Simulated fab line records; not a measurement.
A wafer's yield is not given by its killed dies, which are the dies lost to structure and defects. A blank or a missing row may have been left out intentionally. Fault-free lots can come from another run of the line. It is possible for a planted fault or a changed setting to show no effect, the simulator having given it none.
Matching of chambers    flow n5 finfet    N5_BEOL_M14_DEP_53 on pecvd-03: 3 sister chambers
The step deposits SiCN from 3MS/NH3, target thk 50 nm, time 17.8 s. 3 wafers are shown with their chamber, then 9 later ones without.

== WAFERS, EACH WITH ITS CHAMBER ==
wafer   chamber  throttle valve pct (%)
L081.5  1        19.3
L088.3  2        18.7
L088.4  0        17.2

== WAFERS WITH NO CHAMBER GIVEN ==
wafer   throttle valve pct (%)
L089.1  18.9
L089.4  17.2
L089.5  18.7
L095.1  17.3
L095.3  18.6
L095.4  17.0
L097.1  17.5
L097.3  18.8
L097.5  17.2

== EACH ONE'S CHAMBER ==
wafer   from the rows above      in truth
L089.1  can't be placed: 2 or 1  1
L089.4  0                        0
L089.5  2                        2
L095.1  0                        0
L095.3  2                        2
L095.4  0                        0
L097.1  0                        0
L097.3  2                        2
L097.5  0                        0
Correct placement for 8 of the 9. Not placeable from these rows: 1 (in 1, the candidates include the true chamber). 0 placed wrongly.
How it was worked out, from the rows above alone: a wafer's distance from a chamber is the root of the sum, over the readings, of the square of ((its reading less the chamber's mean) divided by the reading's scatter). The wafer belongs to the nearest chamber; if the next one is less than 2 further off, it can't be placed. Each chamber's mean is taken over the wafers shown for it. The scatter (one wafer shown for each chamber): square how far every hidden wafer sits from the nearest shown wafer, average those squares and take the square root.
